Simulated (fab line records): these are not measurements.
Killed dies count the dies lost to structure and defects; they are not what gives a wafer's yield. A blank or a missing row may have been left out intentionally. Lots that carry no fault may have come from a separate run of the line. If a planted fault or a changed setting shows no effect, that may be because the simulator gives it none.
Which tool did it? :: flow n5 finfet :: 10 lots with 30 wafers sampled at 5 steps, on a route of 1938 steps

## WHAT EACH GAUGE READ, for each wafer
N5_BEOL_M13_RS_MEAS_54: measures by four-point-probe. Usual: M13_RS gives 0.0446 ohm/sq (standard deviation 0.00065).
lot: L311
measured: day 11 20:56
on: film metro-02
M13_RS (ohm/sq): 0.0444 0.0451 0.0448
flag: 

lot: L312
measured: day 12 11:52
on: film metro-01
M13_RS (ohm/sq): 0.0444 0.0440 0.0442
flag: 

lot: L314
measured: day 12 22:38
on: film metro-02
M13_RS (ohm/sq): 0.0439 0.0444 0.0446
flag: 

lot: L317
measured: day 14 03:17
on: film metro-01
M13_RS (ohm/sq): 0.0448 0.0436 0.0448
flag: 

lot: L323
measured: day 15 05:34
on: film metro-02
M13_RS (ohm/sq): 0.0447 0.0441 0.0446
flag: 

lot: L327
measured: day 15 08:22
on: film metro-01
M13_RS (ohm/sq): 0.0439 0.0454 0.0455
flag: 

lot: L328
measured: day 15 16:43
on: film metro-01
M13_RS (ohm/sq): 0.0439 0.0438 0.0434
flag: 

lot: L329
measured: day 16 09:33
on: film metro-02
M13_RS (ohm/sq): 0.0446 0.0441 0.0443
flag: 

lot: L331
measured: day 16 20:17
on: film metro-02
M13_RS (ohm/sq): 0.0440 0.0443 0.0433
flag: 

lot: L332
measured: day 17 00:37
on: film metro-01
M13_RS (ohm/sq): 0.0434 0.0446 0.0447
flag: 

## EACH LOT AND THE TOOL THAT RAN IT (in order: tool; ch and the chambers of the sampled wafers; start)
lot: L311
N5_BEOL_M13_ETCH_67: rie diel-04 ch 0,1,2, day 11 13:52
N5_BEOL_M13_ETCH_38: rie diel-04 ch 1,2,3, day 11 18:57
N5_BEOL_M13_SPUTTER_44: pvd sputter-03, day 11 19:35
N5_BEOL_M13_CMP_49: cmp-01 ch 0,1, day 11 20:32

lot: L312
N5_BEOL_M13_ETCH_67: rie diel-06 ch 1,2, day 12 08:01
N5_BEOL_M13_ETCH_38: rie diel-04 ch 0,1, day 12 09:44
N5_BEOL_M13_SPUTTER_44: pvd sputter-01, day 12 10:47
N5_BEOL_M13_CMP_49: cmp-02 ch 0,1,2, day 12 11:31

lot: L314
N5_BEOL_M13_ETCH_67: rie diel-04 ch 1,2,3, day 12 16:13
N5_BEOL_M13_ETCH_38: rie diel-02 ch 0,2,3, day 12 19:20
N5_BEOL_M13_SPUTTER_44: pvd sputter-03, day 12 20:02
N5_BEOL_M13_CMP_49: cmp-01 ch 0,1,2, day 12 22:16

lot: L317
N5_BEOL_M13_ETCH_67: rie diel-02 ch 1,2, day 13 20:07
N5_BEOL_M13_ETCH_38: rie diel-02 ch 1,2, day 14 01:35
N5_BEOL_M13_SPUTTER_44: pvd sputter-03, day 14 02:01
N5_BEOL_M13_CMP_49: cmp-03 ch 0,2,3, day 14 02:56

lot: L323
N5_BEOL_M13_ETCH_67: rie diel-04 ch 0,1,2, day 15 01:49
N5_BEOL_M13_ETCH_38: rie diel-02 ch 0,1,2, day 15 03:45
N5_BEOL_M13_SPUTTER_44: pvd sputter-03, day 15 04:22
N5_BEOL_M13_CMP_49: cmp-01 ch 0,1,2, day 15 05:08

lot: L327
N5_BEOL_M13_ETCH_67: rie diel-02 ch 1,2,3, day 15 06:07
N5_BEOL_M13_ETCH_38: rie diel-02 ch 0,1,2, day 15 06:48
N5_BEOL_M13_SPUTTER_44: pvd sputter-02, day 15 07:13
N5_BEOL_M13_CMP_49: cmp-03 ch 0,1,2, day 15 07:59

lot: L328
N5_BEOL_M13_ETCH_67: rie diel-06 ch 1,2,3, day 15 13:22
N5_BEOL_M13_ETCH_38: rie diel-02 ch 0,1, day 15 15:07
N5_BEOL_M13_SPUTTER_44: pvd sputter-02, day 15 15:38
N5_BEOL_M13_CMP_49: cmp-02 ch 0,1,3, day 15 16:18

lot: L329
N5_BEOL_M13_ETCH_67: rie diel-06 ch 1,2, day 16 05:42
N5_BEOL_M13_ETCH_38: rie diel-02 ch 1,2,3, day 16 07:58
N5_BEOL_M13_SPUTTER_44: pvd sputter-01, day 16 08:28
N5_BEOL_M13_CMP_49: cmp-01 ch 0,1,2, day 16 09:12

lot: L331
N5_BEOL_M13_ETCH_67: rie diel-02 ch 0,2,3, day 16 17:50
N5_BEOL_M13_ETCH_38: rie diel-06 ch 0,2, day 16 18:35
N5_BEOL_M13_SPUTTER_44: pvd sputter-02, day 16 19:10
N5_BEOL_M13_CMP_49: cmp-03 ch 0,1,2, day 16 19:54

lot: L332
N5_BEOL_M13_ETCH_67: rie diel-02 ch 0,3, day 16 21:35
N5_BEOL_M13_ETCH_38: rie diel-06 ch 1,2, day 16 22:30
N5_BEOL_M13_SPUTTER_44: pvd sputter-02, day 16 23:32
N5_BEOL_M13_CMP_49: cmp-03 ch 0,2,3, day 17 00:11
- N5_BEOL_M13_ETCH_67: etches SiARC in CF4, target depth 143 nm, time 238.3 s.
- N5_BEOL_M13_ETCH_38: etches SiCN in CF4/N2, target depth 67.5 nm, time 71.9 s.
- N5_BEOL_M13_SPUTTER_44: material Ta, target thk 10 nm, time 16.13 s.
- N5_BEOL_M13_CMP_49: polishes, stops on SiOC, t overpolish 17.1 s, target thk 420 nm.

## WHAT THE TOOLS THEMSELVES READ (means of the sampled wafers that have a number; where no wafer has one, the mark that the record gives instead)
N5_BEOL_M13_ETCH_67. Usual: drypump motor current A 5.4 A, standard deviation 0.45; etch rf on time s 235 s, standard deviation 6.1; oes product au 0.71 a.u., standard deviation 0.075; rf vpp V 184.5 V, standard deviation 1.1; showerhead plenum p Torr 2.18 Torr, standard deviation 0.068; throttle valve pct 15.54 %, standard deviation 0.26.
lot: L311
tool: rie diel-04
drypump motor current A (A): 5.4
etch rf on time s (s): 231
oes product au (a.u.): 0.71
rf vpp V (V): 184.6
showerhead plenum p Torr (Torr): 2.16
throttle valve pct (%): 15.39
flag: 

lot: L312
tool: rie diel-06
drypump motor current A (A): 5.4
etch rf on time s (s): 228
oes product au (a.u.): 0.75
rf vpp V (V): 184.1
showerhead plenum p Torr (Torr): 2.15
throttle valve pct (%): 15.50
flag: 

lot: L314
tool: rie diel-04
drypump motor current A (A): 5.4
etch rf on time s (s): 241
oes product au (a.u.): 0.64
rf vpp V (V): 184.0
showerhead plenum p Torr (Torr): 2.17
throttle valve pct (%): 15.68
flag: 

lot: L317
tool: rie diel-02
drypump motor current A (A): 5.9
etch rf on time s (s): 238
oes product au (a.u.): 0.80
rf vpp V (V): 185.2
showerhead plenum p Torr (Torr): 2.25
throttle valve pct (%): 15.24
flag: 

lot: L323
tool: rie diel-04
drypump motor current A (A): 5.4
etch rf on time s (s): 233
oes product au (a.u.): 0.68
rf vpp V (V): 183.3
showerhead plenum p Torr (Torr): 2.15
throttle valve pct (%): 15.44
flag: 

lot: L327
tool: rie diel-02
drypump motor current A (A): 5.8
etch rf on time s (s): 236
oes product au (a.u.): 0.77
rf vpp V (V): 185.0
showerhead plenum p Torr (Torr): 2.21
throttle valve pct (%): 15.40
flag: 

lot: L328
tool: rie diel-06
drypump motor current A (A): 5.1
etch rf on time s (s): 229
oes product au (a.u.): 0.75
rf vpp V (V): 184.7
showerhead plenum p Torr (Torr): 2.18
throttle valve pct (%): 15.46
flag: 

lot: L329
tool: rie diel-06
drypump motor current A (A): 5.1
etch rf on time s (s): 230
oes product au (a.u.): 0.71
rf vpp V (V): 185.3
showerhead plenum p Torr (Torr): 2.20
throttle valve pct (%): 15.59
flag: 

lot: L331
tool: rie diel-02
drypump motor current A (A): 5.7
etch rf on time s (s): 235
oes product au (a.u.): 0.74
rf vpp V (V): 185.0
showerhead plenum p Torr (Torr): 2.21
throttle valve pct (%): 15.52
flag: 

lot: L332
tool: rie diel-02
drypump motor current A (A): 5.9
etch rf on time s (s): 234
oes product au (a.u.): 0.73
rf vpp V (V): 184.2
showerhead plenum p Torr (Torr): 2.19
throttle valve pct (%): 15.49
flag: 

N5_BEOL_M13_ETCH_38. Usual: drypump motor current A 5.4 A, standard deviation 0.47; oes product au 0.84 a.u., standard deviation 0.089; rf vpp V 383.3 V, standard deviation 1.9; showerhead plenum p Torr 2.25 Torr, standard deviation 0.074; throttle valve pct 15.35 %, standard deviation 0.24.
lot: L311
tool: rie diel-04
drypump motor current A (A): 5.5
oes product au (a.u.): 0.76
rf vpp V (V): 383.4
showerhead plenum p Torr (Torr): 2.24
throttle valve pct (%): 15.51
flag: 

lot: L312
tool: rie diel-04
drypump motor current A (A): 5.5
oes product au (a.u.): 0.84
rf vpp V (V): 382.5
showerhead plenum p Torr (Torr): 2.22
throttle valve pct (%): 15.23
flag: 

lot: L314
tool: rie diel-02
drypump motor current A (A): 5.7
oes product au (a.u.): 0.83
rf vpp V (V): 383.7
showerhead plenum p Torr (Torr): 2.28
throttle valve pct (%): 15.46
flag: 

lot: L317
tool: rie diel-02
drypump motor current A (A): 5.8
oes product au (a.u.): 0.93
rf vpp V (V): 385.3
showerhead plenum p Torr (Torr): 2.32
throttle valve pct (%): 15.07
flag: 

lot: L323
tool: rie diel-02
drypump motor current A (A): 5.8
oes product au (a.u.): 0.90
rf vpp V (V): 385.0
showerhead plenum p Torr (Torr): 2.31
throttle valve pct (%): 15.18
flag: 

lot: L327
tool: rie diel-02
drypump motor current A (A): 5.8
oes product au (a.u.): 0.90
rf vpp V (V): 385.1
showerhead plenum p Torr (Torr): 2.31
throttle valve pct (%): 15.19
flag: 

lot: L328
tool: rie diel-02
drypump motor current A (A): 5.9
oes product au (a.u.): 0.86
rf vpp V (V): 384.2
showerhead plenum p Torr (Torr): 2.32
throttle valve pct (%): 15.14
flag: 

lot: L329
tool: rie diel-02
drypump motor current A (A): 5.8
oes product au (a.u.): 0.89
rf vpp V (V): 383.5
showerhead plenum p Torr (Torr): 2.28
throttle valve pct (%): 15.25
flag: 

lot: L331
tool: rie diel-06
drypump motor current A (A): 4.7
oes product au (a.u.): 0.93
rf vpp V (V): 386.1
showerhead plenum p Torr (Torr): 2.34
throttle valve pct (%): 15.32
flag: 

lot: L332
tool: rie diel-06
drypump motor current A (A): 5.4
oes product au (a.u.): 0.83
rf vpp V (V): 382.3
showerhead plenum p Torr (Torr): 2.20
throttle valve pct (%): 15.40
flag: 

N5_BEOL_M13_SPUTTER_44. Usual: cathode dc power W 15000 W, standard deviation 2.8; throttle valve pct 29.8 %, standard deviation 1.1.
lot: L311
tool: pvd sputter-03
cathode dc power W (W): 14997
throttle valve pct (%): 29.7
flag: 

lot: L312
tool: pvd sputter-01
cathode dc power W (W): 14997
throttle valve pct (%): 30.1
flag: 

lot: L314
tool: pvd sputter-03
cathode dc power W (W): 15003
throttle valve pct (%): 29.6
flag: 

lot: L317
tool: pvd sputter-03
cathode dc power W (W): 14999
throttle valve pct (%): 29.6
flag: 

lot: L323
tool: pvd sputter-03
cathode dc power W (W): 15002
throttle valve pct (%): 29.4
flag: 

lot: L327
tool: pvd sputter-02
cathode dc power W (W): 14998
throttle valve pct (%): 30.3
flag: 

lot: L328
tool: pvd sputter-02
cathode dc power W (W): 15002
throttle valve pct (%): 29.3
flag: 

lot: L329
tool: pvd sputter-01
cathode dc power W (W): 15001
throttle valve pct (%): 30.4
flag: 

lot: L331
tool: pvd sputter-02
cathode dc power W (W): 14999
throttle valve pct (%): 30.1
flag: 

lot: L332
tool: pvd sputter-02
cathode dc power W (W): 14999
throttle valve pct (%): 30.4
flag: 

N5_BEOL_M13_CMP_49. Usual: barrier field endpoint s 30.5 s, standard deviation 0.76; motor current A 5.9 A, standard deviation 0.58; slurry flow ml min 150.1, standard deviation 0.46.
lot: L311
tool: cmp-01
barrier field endpoint s (s): 30.7
motor current A (A): 6.2
slurry flow ml min: 150.1
flag: 

lot: L312
tool: cmp-02
barrier field endpoint s (s): 30.5
motor current A (A): 6.0
slurry flow ml min: 150.3
flag: 

lot: L314
tool: cmp-01
barrier field endpoint s (s): 30.6
motor current A (A): 5.9
slurry flow ml min: 149.9
flag: 

lot: L317
tool: cmp-03
barrier field endpoint s (s): 28.3
motor current A (A): 5.6
slurry flow ml min: 149.8
flag: 

lot: L323
tool: cmp-01
barrier field endpoint s (s): 29.1
motor current A (A): 6.2
slurry flow ml min: 149.6
flag: 

lot: L327
tool: cmp-03
barrier field endpoint s (s): 31.4
motor current A (A): 5.4
slurry flow ml min: 150.3
flag: 

lot: L328
tool: cmp-02
barrier field endpoint s (s): 30.4
motor current A (A): 5.9
slurry flow ml min: 150.2
flag: 

lot: L329
tool: cmp-01
barrier field endpoint s (s): 29.2
motor current A (A): 5.9
slurry flow ml min: 149.6
flag: 

lot: L331
tool: cmp-03
barrier field endpoint s (s): 29.9
motor current A (A): 5.5
slurry flow ml min: 150.6
flag: 

lot: L332
tool: cmp-03
barrier field endpoint s (s): 30.1
motor current A (A): 5.4
slurry flow ml min: 150.0
flag: 

## THE ANSWER, worked out from the rows above alone
Rule: a lot is off if the mean of its wafers that have a number lies more than 3 standard deviations from the usual mean. A lot without any number at a reading at which 4 lots or more have one is off too. All remaining lots with rows at the step are treated as sound. After the gauges, taken in route order, come the tools' own readings; for these a lot's mean is taken, as printed above. At the first step where some lot is off, the reading lying furthest off is the one used; lots without a number count as furthest.
Across all readings shown, no lot is off: no conclusion can be drawn from this.

## WHAT THE SIMULATOR PUT IN
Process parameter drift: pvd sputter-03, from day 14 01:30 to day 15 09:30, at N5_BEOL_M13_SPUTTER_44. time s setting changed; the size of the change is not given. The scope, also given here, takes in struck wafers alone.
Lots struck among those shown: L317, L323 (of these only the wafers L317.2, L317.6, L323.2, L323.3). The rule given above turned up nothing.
